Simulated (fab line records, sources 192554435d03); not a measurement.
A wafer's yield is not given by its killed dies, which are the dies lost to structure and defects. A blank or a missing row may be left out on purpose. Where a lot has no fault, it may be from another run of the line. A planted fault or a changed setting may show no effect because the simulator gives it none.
fab line records -- flow n5Finfet
record: lots: 4, wafers: 12, lastDay: 18
route steps=1938 shown PMOS_HMC_CHANNEL_EPI@60 FIN_SAQP@90 PASSIVATION@1936
lots that met no fault: from a run of the same line without faults
startH: hours from the record's opening day to when the first of the lot's shown wafers began -- waitH: how many hours have passed since the lot's step before this one -- " the same as in the row above -- L1.1+2: a row that stands for several wafers -- - no value, or no start given -- * or withheld: withheld -- < > ~ a bound
route shown NAME@n: a module of which the file shows steps, and the number in the route of the first -- usual: average and standard deviation across the fault-free wafers -- same: alike in all rows -- chamber/n: place in a boat -- sites: readings site by site -- _std_site: standard deviation of those values -- _edge_site: outer sites' mean less inner sites' -- radiusMm: how far each site lies from the wafer's centre -- mask NAME#n: copy n -- behind: the last tool/chamber to shape the wafer -- hold: the reason the lot was held/the length of the hold in hours/how it ended -- device: names the non-switching transistor (n, p or np) -- end of line: the route-end tests of the same wafers -- a step given without rows: its recipe and nothing more -- killed: at the first sort, the dies lost to defects and structure; wafer yield is something else -- map: shows each die of a wafer: x if killed, . if not, _ if none is there
set.NAME: the setting as run; set.NAME@STEP: as run at that earlier step -- model.NAME: the simulator's own value behind a step, which no gauge read
a table for each step, a row for each wafer; lots at some steps of the route
== steps ==
step: N5_PMOS_HMC_CHANNEL_EPI_EBR_05
recipe: solvent: PGMEA, ebrWidthMm: 1.5
step: N5_PMOS_HMC_CHANNEL_EPI_SOFTBAKE_04
recipe: tempC: 110, timeS: 60, resist: CAR-ArF-block
step: N5_PMOS_HMC_CHANNEL_EPI_EXPOSE_06
recipe: maskId: PMOS_HMC_BLK, na: 1.35, sourceShape: conventional, sigmaOuter: 0.8, polarization: unpolarized, targetCdNm: 240, doseMj: 41
step: N5_PMOS_HMC_CHANNEL_EPI_PEB_07
recipe: pebTempC: 110, pebTimeS: 60, resist: CAR-ArF-block
step: N5_PMOS_HMC_CHANNEL_EPI_DEVELOP_08
recipe: developTimeS: 30, developer: TMAH, resist: CAR-ArF-block, devTempC: 23, rinseLiquid: diw, dry: airSpin
step: N5_PMOS_HMC_CHANNEL_EPI_DESCUM_14
recipe: chemistry: O2, timeS: 7.9, sourcePowerW: 50, biasPowerW: 20, pressureMtorr: 20, rfFrequencyHz: 2.712e+07, tempC: 40, resist: CAR-ArF-block, o2FlowSccm: 225
step: N5_PMOS_HMC_CHANNEL_EPI_ETCH_32
recipe: chemistry: N2/H2, target: BARC, stopOn: SiO2, targetDepthA: 858, overEtchFrac: 0.3, timeS: 50.3, ionEnergyEv: 200, maskMaterial: CAR-ArF-block, pressureMtorr: 30, sourceW: 840, biasW: 150, n2FlowSccm: 200, h2FlowSccm: 200
step: N5_PMOS_HMC_CHANNEL_EPI_HM_OPEN_15
recipe: chemistry: CHF3/O2, target: SiO2, maskMaterial: CAR-ArF-block, targetDepthA: 406, CHF3_flow_sccm: 50, O2_flow_sccm: 5, Ar_flow_sccm: 200, timeS: 20.3, pressureMtorr: 30, sourceW: 650, biasW: 170, ionEnergyEv: 200
step: N5_PMOS_HMC_CHANNEL_EPI_STRIP_33
recipe: chemistry: N2/H2, powerW: 500, tempC: 40, pressureMtorr: 50, rfFrequencyHz: 6e+07, overashFraction: 0.3, biasPowerW: 8, h2Frac: 0.5, n2FlowSccm: 300, h2FlowSccm: 300
step: N5_PMOS_HMC_CHANNEL_EPI_STRIP_17
recipe: chemistry: SPM, timeS: 750, tempC: 130, h2so4H2o2VolRatio: 4, dry: ipaMarangoni
lot.wafer,tool,chamber,startH,waitH
L210.2+3+5,wetBench-01,"1,3,4",47.88,-
L217.3+5+6,wetBench-01,"1,0,4",89.80,-
L220.2+5+6,wetBench-01,"3,4,2",107.92,-
L221.1+2+3,wetBench-05,"0,7,6",113.82,-
step: N5_PMOS_HMC_CHANNEL_EPI_ETCH_38
recipe: chemistry: CF4, target: SiO2, targetDepthA: 15, ionEnergyEv: 350, pressureMtorr: 10, icpW: 800, biasW: 400, cf4FlowSccm: 80
step: N5_PMOS_HMC_CHANNEL_EPI_FIN_RECESS_16
recipe: chemistry: HBr/Cl2, target: Si, maskMaterial: SiO2, targetDepthA: 540, timeS: 18, pressureMtorr: 10, icpW: 800, biasW: 75, HBr_flow_sccm: 150, Cl2_flow_sccm: 80
step: N5_PMOS_HMC_CHANNEL_EPI_PRECLEAN_36
recipe: chemistry: O3/DIW, timeS: 45, tempC: 22, o3Ppm: 10
step: N5_PMOS_HMC_CHANNEL_EPI_PRECLEAN_18
recipe: chemistry: DHF, timeS: 30, tempC: 25, dilution: withheld
step: N5_PMOS_HMC_CHANNEL_EPI_SRD_19
recipe: dry: ipaMarangoni, doPpb: 5, timeS: 30, tempC: 23, rinseLiquid: diw
step: N5_PMOS_HMC_CHANNEL_EPI_EPI_20
recipe: material: SiGe30, maskMaterial: SiO2, pressureTorr: 20, targetThkA: 590, tempC: 600
step: N5_PMOS_HMC_CHANNEL_EPI_HM_STRIP_35
recipe: chemistry: dHF, tempC: 25, material: SiO2, target: SiO2, targetDepthA: 396, timeS: 216
step: N5_PMOS_HMC_CHANNEL_EPI_SRD_39
recipe: dry: ipaMarangoni, timeS: 30, tempC: 23, rinseLiquid: diw
step: N5_PMOS_HMC_CHANNEL_EPI_CMP_21
recipe: material: SiGe30, postCmpClean: alkalineBrush, targetThkNm: 54
step: N5_PMOS_HMC_CHANNEL_EPI_PRECLEAN_40
recipe: chemistry: DHF, timeS: 30, tempC: 25, dilution: withheld
step: N5_PMOS_HMC_CHANNEL_EPI_PRECLEAN_37
recipe: chemistry: O3/DIW, timeS: 45, tempC: 22, o3Ppm: 10
step: N5_PMOS_HMC_CHANNEL_EPI_PRECLEAN_24
recipe: chemistry: DHF, timeS: 30, tempC: 25, dilution: withheld
step: N5_PMOS_HMC_CHANNEL_EPI_SRD_25
recipe: dry: ipaMarangoni, doPpb: 5, timeS: 30, tempC: 23, rinseLiquid: diw
step: N5_PMOS_HMC_CHANNEL_EPI_EPI_26
recipe: material: Si, targetThkA: 38, tempC: 650, precursor: SiH4/H2, pressureTorr: 20, timeS: 22.7
step: N5_FIN_SAQP_PRECLEAN_42
recipe: chemistry: O3/DIW, timeS: 60, tempC: 22, o3Ppm: 10
step: N5_FIN_SAQP_PRECLEAN_00
recipe: chemistry: SC1, timeS: 60, tempC: 55, mix: 1:2:50
step: N5_FIN_SAQP_PRECLEAN_44
recipe: chemistry: SC2, timeS: 45, tempC: 35, mix: 1:1:50
step: N5_FIN_SAQP_SRD_01
recipe: dry: ipaMarangoni, timeS: 30, tempC: 23, rinseLiquid: diw
step: N5_FIN_SAQP_ALD_61
recipe: material: SiO2, targetThkA: 40, tempC: 300, aldPrecursorFamily: BDEAS, aldCoReactant: O2-plasma, pulseTimeS: 1, purgeTimeS: 2, coReactantPurgeTimeS: 2, aldCycles: 43, pressureTorr: 2
step: N5_FIN_SAQP_DENSIFY_62
recipe: tempC: 700, timeS: 60, ambient: N2, idleTempC: 600, rampUpCPerS: 150, rampDownCPerS: 60, coolToC: 600
step: N5_FIN_SAQP_HM_DEP_03
recipe: material: SiNx, targetThkA: 380, tempC: 400, precursor: SiH4/NH3/N2, pressureTorr: 1.5, rfW: 300, timeS: 33.6
step: N5_FIN_SAQP_PECVD_47
recipe: material: a-Si, targetThkA: 450, tempC: 400, precursor: SiH4/He, pressureTorr: 3, rfW: 100, timeS: 36.3
step: N5_FIN_SAQP_PECVD_48
recipe: material: SiNx, targetThkA: 250, tempC: 400, precursor: SiH4/NH3/N2, pressureTorr: 1.5, rfW: 300, timeS: 22.1
step: N5_FIN_SAQP_PECVD_06
recipe: material: a-Si, targetThkA: 600, tempC: 400, precursor: SiH4/He, pressureTorr: 3, rfW: 100, timeS: 48.1
step: N5_PASSIVATION_PROBE_49
usual: defectLimitedYield: 91.0/1.5, killed_at_M0_to_M3: 35/11, killed_at_M4_up: 13/5, killedAtContacts: 12/5.9, killedAtFrontEnd: 42/13, killedAtOther: 3/3.2, killedDies: 106/18, killedOpen: 69/13, killedShort: 35/8.9, sort_bin_5_function: 5.2/0.95, sort_bin_6_memory: 3.3/0.71, sortNPass: 1074/18, sortYieldPct: 91.0/1.5
same: grossDies: 1180, killedAtBackSide: 0, sort_bin_4_leakage[%]: 0, sort_bin_8_speed[%]: 0
lot.wafer,tool,chamber,startH,waitH,defectLimitedYield[%],killed_at_M0_to_M3,killed_at_M4_up,killedAtContacts,killedAtFrontEnd,killedAtOther,killedDies,killedOpen,killedShort,sort_bin_5_function[%],sort_bin_6_memory[%],sortNPass,sortYieldPct[%]
L217.3,prober-02,-,377.21,0.2,81.4,41,15,13,144,6,219,75,48,11.2,5.3,961,81.4
L217.5,prober-02,-,377.31,0.3,80.9,38,13,13,154,7,225,79,39,11.0,6.4,955,80.9
L217.6,prober-02,-,377.36,0.4,86.5,26,7,9,111,6,159,55,41,9.2,2.7,1021,86.5
L220.2,prober-02,-,402.39,0.1,84.0,19,5,16,143,6,189,59,21,10.7,4.0,991,84.0
L220.5,prober-02,-,402.54,0.2,86.9,25,13,10,101,5,154,65,27,9.0,3.1,1026,86.9
L220.6,prober-02,-,402.59,0.3,85.7,26,8,5,130,0,169,43,20,9.0,3.9,1011,85.7
killed by level:class
L217.3 PMOS_HMC_CHANNEL_EPI:unspecified=96 BEOL_M2:geometricParticle:open=13 FIN_SAQP:geometricParticle:open=8 MOL_CONTACT_COAG:geometricParticle:open=8 FIN_SAQP:geometricParticle:short=7 GATE_CUT:geometricParticle:open=7 GATE_CUT:geometricParticle:short=7 BEOL_M0_SAQP:geometricParticle:open=7
L217.5 PMOS_HMC_CHANNEL_EPI:unspecified=105 STI_FIN_REVEAL:geometricParticle:open=14 MOL_CONTACT_COAG:geometricParticle:open=11 BEOL_M3:geometricParticle:open=11 FIN_SAQP:geometricParticle:short=9 BEOL_M2:geometricParticle:open=9 BEOL_M0_SAQP:geometricParticle:short=7 BEOL_M1:geometricParticle:open=5
L217.6 PMOS_HMC_CHANNEL_EPI:unspecified=63 FIN_SAQP:geometricParticle:short=9 STI_FIN_REVEAL:geometricParticle:open=8 MOL_CONTACT_COAG:geometricParticle:open=8 BEOL_M0_SAQP:geometricParticle:short=7 GATE_CUT:geometricParticle:short=6 GATE_CUT:geometricParticle:open=5 BEOL_M2:geometricParticle:open=5
L220.2 PMOS_HMC_CHANNEL_EPI:unspecified=108 MOL_CONTACT_COAG:geometricParticle:open=14 FIN_SAQP:geometricParticle:open=10 STI_FIN_REVEAL:geometricParticle:open=6 FIN_SAQP:geometricParticle:short=5 BEOL_M2:geometricParticle:open=5 STARTING-WAFER:geometricParticle:open=5 BEOL_M0:geometricParticle:open=4
L220.5 PMOS_HMC_CHANNEL_EPI:unspecified=62 FIN_SAQP:geometricParticle:open=12 BEOL_M4:geometricParticle:open=8 STI_FIN_REVEAL:geometricParticle:open=5 MOL_CONTACT_COAG:geometricParticle:short=5 MOL_CONTACT_COAG:geometricParticle:open=5 BEOL_M1:geometricParticle:open=5 BEOL_M2:geometricParticle:open=5
L220.6 PMOS_HMC_CHANNEL_EPI:unspecified=102 BEOL_M3:geometricParticle:open=11 STI_FIN_REVEAL:geometricParticle:open=7 BEOL_M0_SAQP:geometricParticle:open=6 MOL_CONTACT_COAG:geometricParticle:open=4 BEOL_M0_SAQP:geometricParticle:short=4 FIN_SAQP:geometricParticle:open=3 STARTING-WAFER:geometricParticle:short=3
map L217.5 (x killed, . not)
_________________............________________
______________................x._____________
___________.................x.x....__________
__________..............x..........._________
________..........x.x.x..x............_______
_______.x.........x...x...x........x...______
______x......x..x..x.....x..x....xxx...._____
_____..................xx.xx.xxxxxx.x...x____
____..................x..x..xxxxxxxxxxx...___
___..x..........x.x......xxxxxxxxxxxxxx.x..__
___..x.............x.....xxxxxxxxxxxxxx....__
__...............x....xxxx.xxxxxxxxxxxx..x.._
__.............x..........xxxxxxxxxxx.x....x_
_.....xxxx...x.....x.....xxxxxxxxxx.xxxx.x.x.
_x.........x...x..........x...xxxxxxx........
_................x.x...x....x..x.x.xx......x.
_....x....x.....x...................x.x..x.x.
_...x.....x...............x..x..............x
_......x.........x...x.x.....x..x.x......x...
_........xx.....x................x.....x..x..
_........x........................xxx........
__.x...................xx.............x....._
__.x....x..................................._
___.....x.x...x..x.x........xx.....x.......__
___........................................__
____.......................x.x.xxx...x....___
_____.......x...x................xx......____
______...x..................x....x......_____
_______x...x...x.x...x.................______
________.....x..x....................._______
__________..........x..............._________
___________...x.....x....x.........__________
______________...x.............._____________
_________________.......x....________________
map L220.2 (x killed, . not)
_________________..x.........________________
______________..x..............._____________
___________x.....x.................__________
__________....x....x.....x........x._________
________..................x..........._______
_______x......x........x..x............______
______.....xx........x.................x_____
_____........x...x......x.........x......____
____...........x.x.......................x___
___.......x.........x......x...............__
___............................x....x......__
__........x.....x.......x..................x_
__x........x.....................x.....x...._
_..........x....x..x....x....................
_............................x........x......
_.x.............x.......................x....
_...........x................................
_..................x.........................
_.................x..........................
_..........x......x.x..xx.........x..........
_.................x.x.xx..x....x.............
__............x..xxxxxxxxxxx................_
__..x.x.....x...x.xxxxxxxxx.xx.............._
___..x..........xxxxxxxxxxxx....x.x....x...__
___............xxxxxxxxxxxx.xx..x..........__
____.........x..xxxxxxxxxxxx..x.......x...___
_____...x........xxxxxxxxxxxx.......x....____
______..x......x.xxxxxxxxxxxx.....xx...._____
_______.....x..x.x.xxxxxxxx............______
________....xx..x..xxxxx...xx........._______
__________.........x......x........._________
___________............x..........x__________
______________.................._____________
_________________............________________
== key ==
firstSign: step: N5_PASSIVATION_PROBE_49, reading: killedAtFrontEnd, direction: up, sigmas: 7, usual: 42, struck: 130
effect: step: N5_PASSIVATION_PROBE_49, reading: defectLimitedYield, direction: down, sigmas: 4.5, usual: 91.0, struck: 84.3
moreKillsBornAt: N5_PMOS_HMC_CHANNEL_EPI_STRIP_17@wetBench-01: 536
metAt N5_PMOS_HMC_CHANNEL_EPI_STRIP_17
struckWafers L217.3,L217.5,L217.6,L220.2,L220.5,L220.6
onsetBetween 47.88 89.80
fault: kind: chamberParticleSource, tool: wetBench-01, chamber: -, onsetH: 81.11, steps: N5_PMOS_HMC_CHANNEL_EPI_STRIP_17, ratePerVisitCm2: 0.48697, endH: 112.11
